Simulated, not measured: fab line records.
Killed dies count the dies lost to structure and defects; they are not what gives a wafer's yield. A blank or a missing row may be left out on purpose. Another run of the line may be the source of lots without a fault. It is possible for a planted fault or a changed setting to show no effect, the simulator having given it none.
Chamber matching + flow n5 finfet + N5_HKMG_FIN_ALD_74 on ald hk-01: 4 sister chambers
The step deposits La2O3, target thk 0.5 nm, pulse time 6 s, co reactant pulse time 1 s. 4 wafers are shown with their chamber, then 8 later ones without.

## WAFERS, EACH WITH ITS CHAMBER
| wafer  | chamber | heater power w (W) |
|--------|---------|--------------------|
| L088.1 | 3       | 365                |
| L088.6 | 1       | 336                |
| L089.3 | 0       | 336                |
| L093.1 | 2       | 330                |

## WAFERS MISSING THEIR CHAMBER
| wafer  | heater power w (W) |
|--------|--------------------|
| L093.4 | 334                |
| L093.5 | 336                |
| L094.1 | 332                |
| L094.2 | 336                |
| L094.3 | 335                |
| L097.4 | 337                |
| L097.5 | 355                |
| L097.6 | 335                |

## THE CHAMBER EACH PASSED THROUGH
| wafer  | from the rows above          | in truth |
|--------|------------------------------|----------|
| L093.4 | can't be placed: 0 or 1 or 2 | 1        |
| L093.5 | can't be placed: 0 or 1 or 2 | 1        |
| L094.1 | can't be placed: 2 or 0 or 1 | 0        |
| L094.2 | can't be placed: 0 or 1 or 2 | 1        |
| L094.3 | can't be placed: 0 or 1 or 2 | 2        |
| L097.4 | can't be placed: 0 or 1 or 2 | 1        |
| L097.5 | 3                            | 3        |
| L097.6 | can't be placed: 0 or 1 or 2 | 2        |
Correctly placed: 1 of 8. Cannot be placed on the basis of these rows: 7; the candidates contain the true chamber in 7. Number placed wrongly: 0.
How it was worked out, from the rows above alone: a wafer's distance from a chamber is the root of the sum, over the readings, of the square of ((its reading less the chamber's mean) divided by the reading's scatter). If the next closest chamber is less than 2 further off than the closest, the wafer can't be placed; otherwise it belongs to the closest. For every chamber, the mean is computed from those of its wafers that are shown. The scatter: with one shown wafer a chamber, the root of the mean of the squares of how far each hidden wafer lies from its nearest shown one.
